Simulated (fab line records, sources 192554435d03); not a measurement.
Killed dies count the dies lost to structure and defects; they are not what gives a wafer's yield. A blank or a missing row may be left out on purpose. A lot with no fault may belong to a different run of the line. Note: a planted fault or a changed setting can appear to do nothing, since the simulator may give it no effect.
A struck lot beside a sound one -- flow n5 finfet -- 35 out of 1938 route steps
Sound: the wafers L156.1, L156.4, L156.5. Struck: wafers L161.3, L161.4, L161.6. The cause is given at the end.
For every step that has rows: the tool of each side, followed by ch and its chambers, followed by its first start. Under that, the readings that differ: sound wafers -- struck wafers -- difference of the means -- sigmas: that difference in standard deviations of wafers without a fault.
alike: a reading whose means differ by less than 2 such deviations, as well as words and numbers matching on both sides. not compared: withheld readings; readings where some wafer has no value; bounds like >300 that might hide an equal value; numbers whose values overlap and for which the record gives no deviation.
Wherever a step has rows on one side only, a row that says differs or no value, or a row with sigmas, the two part there. Non-overlapping numbers with no deviation appear without sigmas and do not part them. Lack of a reading on every wafer of one side parts them only where that side has two or more wafers.

first, 9 steps without rows for these wafers: N5_BEOL_M3_ILD_DEP_00 (deposits SiOC from DEMS/O2, target thk 79 nm, time 15.3 s); N5_BEOL_M3_PECVD_72 (deposits SiO2 from TEOS/O2, target thk 16 nm, time 18 s); N5_BEOL_M3_HM_DEP_02 (deposits TiN, target thk 20 nm); N5_BEOL_M3_COAT_61 (time 60 s, resist thk 60 nm); N5_BEOL_M3_COAT_62 (time 60 s, resist thk 12 nm); N5_BEOL_M3_COAT_73 (time 60 s, resist thk 5 nm); N5_BEOL_M3_COAT_05 (resist thk 30 nm); N5_BEOL_M3_EBR_07; N5_BEOL_M3_SOFTBAKE_06 (time 60 s).
N5_BEOL_M3_EXPOSE_08: exposes mask M3.
  sound on euv scanner-02 ch 0, day 6 23:11; struck on euv scanner-02 ch 0, day 8 01:04
reading,sound,struck,difference,sigmas
exposure dose mJ cm2,33.02 33.02 33.02,34.48 34.48 34.52,+1.47,+48
  alike: mask
then, 2 steps without rows for these wafers: N5_BEOL_M3_PEB_09 (peb time 60 s); N5_BEOL_M3_DEVELOP_10 (develop time 30 s).
N5_BEOL_M3_CD_MEAS_11: the cd target is 17.05 nm.
  sound on cd sem-02 ch 0, day 6 23:19; struck on cd sem-03 ch 0, day 8 01:11
reading,sound,struck,difference,sigmas
cd nm (nm),16.86 16.67 17.49,18.07 17.75 17.77,+0.86,+4
then, 1 step without rows for these wafers: N5_BEOL_M3_DESCUM_16 (chemistry O2, time 7 s).
N5_BEOL_M3_ETCH_74: etches underlayer in N2/H2, target depth 6.5 nm, time 5.2 s.
  sound on rie diel-03 ch 0,3, day 6 23:29; struck on rie diel-01 ch 0,2, day 8 01:21
reading,sound,struck,difference,sigmas
model.BEOL_M3.cd offset nm (nm),-0.2 0 0,1 0.8 1,+1,
  alike: drypump motor current A, etch rf on time s, oes product au, rf vpp V, showerhead plenum p Torr, throttle valve pct
  not compared: rf hours counter h
then, 5 steps without rows for these wafers: N5_BEOL_M3_ETCH_63 (etches SiARC in CF4, target depth 15.6 nm, time 26 s); N5_BEOL_M3_ETCH_64 (etches SOC in N2/H2, target depth 75 nm, overetch 15 nm, time 112.5 s); N5_BEOL_M3_STRIP_65 (strips in N2/H2); N5_BEOL_M3_STRIP_75 (strips in N2/H2); N5_BEOL_M3_STRIP_66 (strips in CF4).
N5_BEOL_M3_HM_OPEN_17: chemistry Cl2/BCl3, target TiN, target depth 20 nm, overetch 6 nm.
  sound on rie metal-02 ch 0,1, day 6 23:41; struck on rie metal-03 ch 0,1, day 8 01:36
reading,sound,struck,difference,sigmas
model.BEOL_M3.cd offset nm (nm),-0.4 -0.2 -0.2,1.2 1.2 1.2,+1.5,
  alike: drypump motor current A, oes_ar_750_au, oes product au, throttle valve pct
  not compared: rf hours counter h
then, 12 steps without rows for these wafers: N5_BEOL_M3_STRIP_19 (strips in O2); N5_BEOL_M3_COAT_67 (time 60 s, resist thk 60 nm); N5_BEOL_M3_COAT_68 (time 60 s, resist thk 12 nm); N5_BEOL_M3_COAT_76 (time 60 s, resist thk 5 nm); N5_BEOL_M3_COAT_22 (resist thk 30 nm); N5_BEOL_M3_EBR_24; N5_BEOL_M3_SOFTBAKE_23 (time 60 s); N5_BEOL_M3_EXPOSE_25 (exposes mask V2, defocus 5 nm); N5_BEOL_M3_PEB_26 (peb time 60 s); N5_BEOL_M3_DEVELOP_27 (develop time 30 s); N5_BEOL_M3_DESCUM_33 (chemistry O2, time 7 s); N5_BEOL_M3_ETCH_77 (etches underlayer in N2/H2, target depth 6.5 nm, time 5.2 s).
N5_BEOL_M4_RC_MEAS_101:
  sound on prober-02 ch 0, day 7 23:11; struck on prober-02 ch 0, day 9 01:05
  alike: DIBL_N, DIBL_P, IOFF_N, IOFF_P, ION_N, ION_P, SS_N, SS_P, VT_N, VT_P
-- the record jumps here: 5 days lie between the struck wafers' starts before and after (it left off in module BEOL_M4 and takes up again in module PASSIVATION, whose first step shown is number 1936 of the route) --
N5_PASSIVATION_PROBE_49:
  the record has rows for the struck wafers here (prober-02, day 14 01:35) and none for the sound ones

== WHERE THEY PART ==
Earliest at N5_BEOL_M3_EXPOSE_08; latest, in this record, at N5_PASSIVATION_PROBE_49.

WHY: what the simulator had put in
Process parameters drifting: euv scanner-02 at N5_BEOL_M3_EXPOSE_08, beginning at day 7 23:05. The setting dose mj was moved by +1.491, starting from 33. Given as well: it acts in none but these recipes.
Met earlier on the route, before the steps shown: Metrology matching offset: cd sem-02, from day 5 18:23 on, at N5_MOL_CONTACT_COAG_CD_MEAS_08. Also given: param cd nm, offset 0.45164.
